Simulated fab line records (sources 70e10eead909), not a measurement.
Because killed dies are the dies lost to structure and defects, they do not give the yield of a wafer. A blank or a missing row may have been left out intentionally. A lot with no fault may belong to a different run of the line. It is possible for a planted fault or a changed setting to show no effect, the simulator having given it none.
The tool behind it: which one?	flow nand-harc	24 lots with 72 wafers sampled at 6 steps, on a route of 1159 steps

## WHAT EACH GAUGE READ, for each wafer
Not one reading of a measure or inspect step in the record can be checked against a usual standard deviation.

## WHICH TOOL RAN EACH LOT (tool, then ch and the chambers of the sampled wafers, then the start)
lot	NHARC_A_CONTACT_ETCH_50	NHARC_A_CONTACT_ETCH_118	NHARC_A_CONTACT_ETCH_102	NHARC_A_CONTACT_ETCH_127	NHARC_A_CONTACT_ETCH_128	NHARC_A_CONTACT_ETCH_132
L076	rie-diel-13 ch 1,3, day 16 13:50 or earlier	har-cap-etch-03 ch 0,1, day 16 13:50	rie-diel-07 ch 0,1, day 16 15:48	har-cap-etch-01 ch 0, day 16 20:48	har-cap-etch-01 ch 0, day 16 20:56	har-cap-etch-01 ch 0, day 16 21:31
L074	rie-diel-07 ch 0,1, day 16 15:44 or earlier	har-cap-etch-02 ch 0, day 16 15:44	rie-diel-13 ch 0,1,2, day 16 17:40	har-cap-etch-03 ch 0,1, day 16 22:41	har-cap-etch-03 ch 0,1, day 16 22:49	har-cap-etch-03 ch 0,1, day 16 23:23
L075	rie-diel-11 ch 0,2,3, day 16 19:59 or earlier	har-cap-etch-03 ch 0,1, day 16 19:59	rie-diel-11 ch 0,1,2, day 16 21:39	har-cap-etch-01 ch 0,1, day 17 03:28	har-cap-etch-01 ch 0,1, day 17 03:37	har-cap-etch-01 ch 0,1, day 17 04:10
L078	rie-diel-13 ch 0,1,2, day 17 03:45 or earlier	har-cap-etch-03 ch 0, day 17 03:45	rie-diel-13 ch 1,2, day 17 05:21	har-cap-etch-01 ch 0, day 17 10:31	har-cap-etch-01 ch 0, day 17 10:40	har-cap-etch-01 ch 0, day 17 11:13
L079	rie-diel-11 ch 0,1,2, day 17 06:47 or earlier	har-cap-etch-02 ch 0,1, day 17 06:47	rie-diel-13 ch 0,1,2, day 17 08:23	har-cap-etch-02 ch 0,1, day 17 14:47	har-cap-etch-02 ch 0,1, day 17 14:56	har-cap-etch-02 ch 0,1, day 17 15:31
L077	rie-diel-07 ch 0,1,2, day 17 08:26 or earlier	har-cap-etch-03 ch 0,1, day 17 08:26	rie-diel-13 ch 0,1, day 17 09:59	har-cap-etch-01 ch 0,1, day 17 16:17	har-cap-etch-01 ch 0,1, day 17 16:26	har-cap-etch-01 ch 0,1, day 17 17:00
L080	rie-diel-13 ch 2,3, day 18 11:17 or earlier	har-cap-etch-03 ch 0,1, day 18 11:17	rie-diel-13 ch 1,3, day 18 12:55	har-cap-etch-01 ch 0,1, day 18 17:52	har-cap-etch-01 ch 0,1, day 18 18:01	har-cap-etch-01 ch 0,1, day 18 18:35
L082	rie-diel-13 ch 0,1,3, day 18 12:46 or earlier	har-cap-etch-02 ch 0,1, day 18 12:46	rie-diel-13 ch 0,1,3, day 18 14:19	har-cap-etch-02 ch 0,1, day 18 20:50	har-cap-etch-02 ch 0,1, day 18 20:59	har-cap-etch-02 ch 0,1, day 18 21:33
L084	rie-diel-13 ch 0,1,2, day 18 20:39 or earlier	har-cap-etch-03 ch 0,1, day 18 20:39	rie-diel-13 ch 0,1, day 18 22:13	har-cap-etch-03 ch 0,1, day 19 04:02	har-cap-etch-03 ch 0,1, day 19 04:10	har-cap-etch-03 ch 0,1, day 19 04:44
L083	rie-diel-13 ch 0,2,3, day 18 22:21 or earlier	har-cap-etch-01 ch 0,1, day 18 22:21	rie-diel-07 ch 0,2,3, day 19 00:01	har-cap-etch-02 ch 0,1, day 19 05:12	har-cap-etch-02 ch 0,1, day 19 05:20	har-cap-etch-02 ch 0,1, day 19 05:55
L081	rie-diel-07 ch 0,3, day 19 00:34 or earlier	har-cap-etch-03 ch 0,1, day 19 00:34	rie-diel-11 ch 0,3, day 19 02:11	har-cap-etch-01 ch 0,1, day 19 07:01	har-cap-etch-01 ch 0,1, day 19 07:10	har-cap-etch-01 ch 0,1, day 19 07:44
L087	rie-diel-11 ch 1,2,3, day 19 11:27 or earlier	har-cap-etch-03 ch 1, day 19 11:27	rie-diel-11 ch 0,1,2, day 19 13:01	har-cap-etch-01 ch 0, day 19 18:33	har-cap-etch-01 ch 0, day 19 18:44	har-cap-etch-01 ch 0, day 19 19:20
L085	rie-diel-07 ch 0,1,3, day 19 11:46 or earlier	har-cap-etch-02 ch 0,1, day 19 11:46	rie-diel-11 ch 1,3, day 19 13:35	har-cap-etch-03 ch 0,1, day 19 20:01	har-cap-etch-03 ch 0,1, day 19 20:10	har-cap-etch-03 ch 0,1, day 19 20:43
L086	rie-diel-11 ch 0,2,3, day 19 16:34 or earlier	har-cap-etch-02 ch 0,1, day 19 16:34	rie-diel-11 ch 0,2,3, day 19 18:10	har-cap-etch-03 ch 0,1, day 20 01:59	har-cap-etch-03 ch 0,1, day 20 02:08	har-cap-etch-03 ch 0,1, day 20 02:42
L089	rie-diel-07 ch 1,3, day 19 20:52	har-cap-etch-01 ch 0,1, day 19 22:31	rie-diel-11 ch 0,3, day 20 00:19	har-cap-etch-02 ch 0,1, day 20 06:18	har-cap-etch-02 ch 0,1, day 20 06:26	har-cap-etch-02 ch 0,1, day 20 07:01
L088	rie-diel-11 ch 1,3, day 19 22:26 or earlier	har-cap-etch-02 ch 0,1, day 19 22:26	rie-diel-07 ch 0,1,3, day 20 00:13	har-cap-etch-01 ch 0,1, day 20 07:01	har-cap-etch-01 ch 0,1, day 20 07:10	har-cap-etch-01 ch 0,1, day 20 07:44
L090	rie-diel-13 ch 1,2, day 20 14:57 or earlier	har-cap-etch-03 ch 1, day 20 14:57	rie-diel-13 ch 1,3, day 20 16:31	har-cap-etch-01 ch 0,1, day 20 22:44	har-cap-etch-01 ch 0,1, day 20 22:52	har-cap-etch-01 ch 0,1, day 20 23:26
L091	rie-diel-13 ch 1,2,3, day 20 16:40 or earlier	har-cap-etch-02 ch 0,1, day 20 16:40	rie-diel-13 ch 2,3, day 20 18:13	har-cap-etch-03 ch 0,1, day 21 00:21	har-cap-etch-03 ch 0,1, day 21 00:29	har-cap-etch-03 ch 0,1, day 21 01:03
L094	rie-diel-11 ch 2,3, day 21 01:50 or earlier	har-cap-etch-02 ch 0, day 21 01:50	rie-diel-11 ch 0,2,3, day 21 03:26	har-cap-etch-02 ch 0,1, day 21 14:24	har-cap-etch-02 ch 0,1, day 21 14:32	har-cap-etch-02 ch 0,1, day 21 15:07
L095	rie-diel-13 ch 0,2,3, day 21 15:47 or earlier	har-cap-etch-01 ch 0,1, day 21 15:47	rie-diel-13 ch 0,1,2, day 21 17:21	har-cap-etch-01 ch 0,1, day 21 23:44	har-cap-etch-01 ch 0,1, day 21 23:53	har-cap-etch-01 ch 0,1, day 22 00:27
L092	rie-diel-07 ch 0,1, day 21 19:56 or earlier	har-cap-etch-03 ch 0,1, day 21 19:56	rie-diel-13 ch 1,2, day 21 21:31	har-cap-etch-02 ch 0,1, day 22 02:28	har-cap-etch-02 ch 0,1, day 22 02:37	har-cap-etch-02 ch 0,1, day 22 03:11
L093	rie-diel-07 ch 1,2, day 22 02:00 or earlier	har-cap-etch-03 ch 0,1, day 22 02:00	rie-diel-13 ch 0,1,2, day 22 03:32	har-cap-etch-03 ch 0,1, day 22 10:11	har-cap-etch-03 ch 0,1, day 22 10:20	har-cap-etch-03 ch 0,1, day 22 10:54
L096	rie-diel-07 ch 0,3, day 22 11:43 or earlier	har-cap-etch-01 ch 0,1, day 22 11:43	rie-diel-07 ch 0,2,3, day 22 13:44	har-cap-etch-02 ch 0,1, day 22 18:48	har-cap-etch-02 ch 0,1, day 22 18:56	har-cap-etch-02 ch 0,1, day 22 19:31
L097	rie-diel-13 ch 0,3, day 22 17:57 or earlier	har-cap-etch-01 ch 0,1, day 22 17:57	rie-diel-13 ch 1,2, day 22 19:31	har-cap-etch-01 ch 0,1, day 23 00:25	har-cap-etch-01 ch 0,1, day 23 00:33	har-cap-etch-01 ch 0,1, day 23 01:07
- NHARC_A_CONTACT_ETCH_50: etches the open film in CF4/CHF3, target depth 84.7 nm, time 42.4 s.
- NHARC_A_CONTACT_ETCH_118: etches the open film in C4F8/O2/Ar, time 94 s, target depth 922 nm.
- NHARC_A_CONTACT_ETCH_102: etches the open film in CF4/O2, target depth 70 nm, overetch 7 nm, time 38.5 s.
- NHARC_A_CONTACT_ETCH_127: etches the open film in C4F8/O2/Ar, time 155 s, target depth 956 nm.
- NHARC_A_CONTACT_ETCH_128: etches the open film in C4F8/O2/Ar, time 155 s, target depth 956 nm.
- NHARC_A_CONTACT_ETCH_132: etches the open film in C4F8/O2/Ar, time 156 s, target depth 958 nm.

## WHAT THE TOOLS THEMSELVES READ (means of the sampled wafers that have a number; where no wafer has one, the mark that the record gives instead)
NHARC_A_CONTACT_ETCH_50.
lot	tool	drypump-motor-current-A (A)	mfc-ar-sccm (sccm)	oes-product-au (a.u.)	rf-vpp-V (V)	showerhead-plenum-p-Torr (Torr)	throttle-valve-pct (%)
L076	rie-diel-13	5.5	0.017	0.964	371.5	1.61	16.794
L074	rie-diel-07	5.4	0.004	0.932	367.6	1.52	16.804
L075	rie-diel-11	6.0	0.006	0.964	372.0	1.63	16.803
L078	rie-diel-13	5.6	0.008	0.955	370.4	1.56	16.804
L079	rie-diel-11	5.6	0.006	0.968	372.6	1.64	16.803
L077	rie-diel-07	5.8	0.005	0.934	369.9	1.56	16.796
L080	rie-diel-13	6.1	0.004	0.992	370.1	1.54	16.805
L082	rie-diel-13	5.7	0.012	0.964	372.1	1.60	16.799
L084	rie-diel-13	5.6	0.008	0.981	368.6	1.55	16.806
L083	rie-diel-13	5.9	0.005	0.969	370.2	1.56	16.809
L081	rie-diel-07	5.9	0.027	0.965	372.4	1.62	16.804
L087	rie-diel-11	5.9	0.000	0.931	372.2	1.64	16.807
L085	rie-diel-07	5.6	0.015	0.970	370.3	1.57	16.803
L086	rie-diel-11	6.0	0.006	0.937	371.7	1.62	16.795
L089	rie-diel-07	5.2	0.023	0.960	372.7	1.62	16.808
L088	rie-diel-11	6.2	0.000	0.927	371.7	1.61	16.810
L090	rie-diel-13	5.8	0.007	0.957	369.0	1.52	16.804
L091	rie-diel-13	5.8	0.010	0.962	371.7	1.57	16.801
L094	rie-diel-11	5.9	0.000	0.938	373.8	1.66	16.804
L095	rie-diel-13	5.9	0.005	0.954	370.8	1.56	16.806
L092	rie-diel-07	5.4	0.004	0.924	367.9	1.51	16.806
L093	rie-diel-07	5.1	0.001	0.923	369.5	1.55	16.809
L096	rie-diel-07	6.3	0.019	0.955	370.2	1.55	16.803
L097	rie-diel-13	6.0	0.009	0.979	371.4	1.60	16.803

NHARC_A_CONTACT_ETCH_118.
lot	tool	oes-air-line-au (a.u.)
L076	har-cap-etch-03	0.975
L074	har-cap-etch-02	1.022
L075	har-cap-etch-03	0.971
L078	har-cap-etch-03	0.977
L079	har-cap-etch-02	1.001
L077	har-cap-etch-03	0.981
L080	har-cap-etch-03	0.990
L082	har-cap-etch-02	0.986
L084	har-cap-etch-03	0.992
L083	har-cap-etch-01	0.980
L081	har-cap-etch-03	0.998
L087	har-cap-etch-03	1.004
L085	har-cap-etch-02	0.988
L086	har-cap-etch-02	0.990
L089	har-cap-etch-01	1.018
L088	har-cap-etch-02	0.993
L090	har-cap-etch-03	1.001
L091	har-cap-etch-02	0.981
L094	har-cap-etch-02	0.992
L095	har-cap-etch-01	1.011
L092	har-cap-etch-03	0.999
L093	har-cap-etch-03	1.001
L096	har-cap-etch-01	0.994
L097	har-cap-etch-01	1.005

NHARC_A_CONTACT_ETCH_102.
lot	tool	drypump-motor-current-A (A)	mfc-ar-sccm (sccm)	oes-product-au (a.u.)	rf-vpp-V (V)	showerhead-plenum-p-Torr (Torr)	throttle-valve-pct (%)
L076	rie-diel-07	5.4	0.004	1.010	196.5	1.29	13.396
L074	rie-diel-13	5.6	0.008	1.011	198.1	1.32	13.400
L075	rie-diel-11	5.6	0.006	0.999	199.0	1.39	13.396
L078	rie-diel-13	5.5	0.013	1.022	198.3	1.33	13.396
L079	rie-diel-13	5.6	0.008	1.017	197.6	1.32	13.395
L077	rie-diel-13	5.4	0.010	0.998	198.2	1.34	13.411
L080	rie-diel-13	5.9	0.014	1.003	198.5	1.37	13.396
L082	rie-diel-13	5.7	0.012	1.007	199.0	1.35	13.396
L084	rie-diel-13	5.3	0.015	1.013	197.4	1.34	13.399
L083	rie-diel-07	6.1	0.016	1.010	198.3	1.36	13.398
L081	rie-diel-11	6.1	0.013	1.007	198.6	1.35	13.396
L087	rie-diel-11	5.6	0.006	1.001	199.1	1.39	13.399
L085	rie-diel-11	5.9	0.000	0.991	198.8	1.37	13.398
L086	rie-diel-11	6.0	0.006	1.021	198.9	1.38	13.393
L089	rie-diel-11	6.3	0.006	1.017	198.9	1.35	13.401
L088	rie-diel-07	5.7	0.015	1.004	197.5	1.33	13.400
L090	rie-diel-13	5.9	0.014	1.005	198.9	1.37	13.408
L091	rie-diel-13	6.1	0.004	1.019	197.5	1.30	13.401
L094	rie-diel-11	6.0	0.006	1.012	197.8	1.38	13.387
L095	rie-diel-13	5.6	0.008	1.007	197.4	1.31	13.398
L092	rie-diel-13	5.5	0.013	1.019	197.9	1.32	13.399
L093	rie-diel-13	5.6	0.008	1.005	197.2	1.31	13.405
L096	rie-diel-07	6.0	0.016	1.015	198.8	1.35	13.392
L097	rie-diel-13	5.5	0.013	1.013	196.7	1.32	13.398

NHARC_A_CONTACT_ETCH_127.
lot	tool	oes-air-line-au (a.u.)
L076	har-cap-etch-01	1.016
L074	har-cap-etch-03	1.020
L075	har-cap-etch-01	1.010
L078	har-cap-etch-01	0.979
L079	har-cap-etch-02	1.024
L077	har-cap-etch-01	0.997
L080	har-cap-etch-01	0.988
L082	har-cap-etch-02	1.002
L084	har-cap-etch-03	0.979
L083	har-cap-etch-02	0.985
L081	har-cap-etch-01	1.008
L087	har-cap-etch-01	1.014
L085	har-cap-etch-03	1.001
L086	har-cap-etch-03	1.007
L089	har-cap-etch-02	0.993
L088	har-cap-etch-01	0.989
L090	har-cap-etch-01	1.004
L091	har-cap-etch-03	0.994
L094	har-cap-etch-02	0.999
L095	har-cap-etch-01	1.025
L092	har-cap-etch-02	1.006
L093	har-cap-etch-03	0.987
L096	har-cap-etch-02	1.001
L097	har-cap-etch-01	0.995

NHARC_A_CONTACT_ETCH_128.
lot	tool	oes-air-line-au (a.u.)
L076	har-cap-etch-01	1.001
L074	har-cap-etch-03	0.993
L075	har-cap-etch-01	0.990
L078	har-cap-etch-01	0.989
L079	har-cap-etch-02	1.000
L077	har-cap-etch-01	1.002
L080	har-cap-etch-01	0.986
L082	har-cap-etch-02	0.997
L084	har-cap-etch-03	1.007
L083	har-cap-etch-02	1.007
L081	har-cap-etch-01	0.990
L087	har-cap-etch-01	1.012
L085	har-cap-etch-03	1.012
L086	har-cap-etch-03	0.998
L089	har-cap-etch-02	1.011
L088	har-cap-etch-01	0.994
L090	har-cap-etch-01	1.001
L091	har-cap-etch-03	0.991
L094	har-cap-etch-02	0.993
L095	har-cap-etch-01	0.998
L092	har-cap-etch-02	0.999
L093	har-cap-etch-03	0.993
L096	har-cap-etch-02	1.008
L097	har-cap-etch-01	0.990

NHARC_A_CONTACT_ETCH_132.
lot	tool	oes-air-line-au (a.u.)
L076	har-cap-etch-01	0.986
L074	har-cap-etch-03	0.990
L075	har-cap-etch-01	1.018
L078	har-cap-etch-01	0.981
L079	har-cap-etch-02	1.014
L077	har-cap-etch-01	0.995
L080	har-cap-etch-01	1.009
L082	har-cap-etch-02	0.967
L084	har-cap-etch-03	1.000
L083	har-cap-etch-02	1.045
L081	har-cap-etch-01	1.011
L087	har-cap-etch-01	0.988
L085	har-cap-etch-03	0.985
L086	har-cap-etch-03	1.004
L089	har-cap-etch-02	1.005
L088	har-cap-etch-01	0.994
L090	har-cap-etch-01	1.005
L091	har-cap-etch-03	1.015
L094	har-cap-etch-02	1.011
L095	har-cap-etch-01	1.014
L092	har-cap-etch-02	0.991
L093	har-cap-etch-03	1.008
L096	har-cap-etch-02	0.997
L097	har-cap-etch-01	0.994

## THE ANSWER, worked out from the rows above alone
Rule: usual is defined by the lots themselves. Put in order of their means at a reading, lots are off if they are a third of the lots or fewer, leave a main group of 4 or more, and stand apart from it by a gap of 3 or more times the standard deviation of the main group's means; of several such gaps the widest counts. The tables above print the reading to a certain number of digits; a main group whose means all agree to those digits is not used. Also off: a lot with no number at a reading for which 4 or more lots have one. Where the step has rows for the other lots, those lots are counted as sound. After the gauges, taken in route order, come the tools' own readings; for these a lot's mean is taken, as printed above. At the first step where some lot is off, the reading lying furthest off is the one used; lots without a number count as furthest.
Across all readings shown, no lot is off: no conclusion can be drawn from this.

## WHAT THE SIMULATOR PUT IN
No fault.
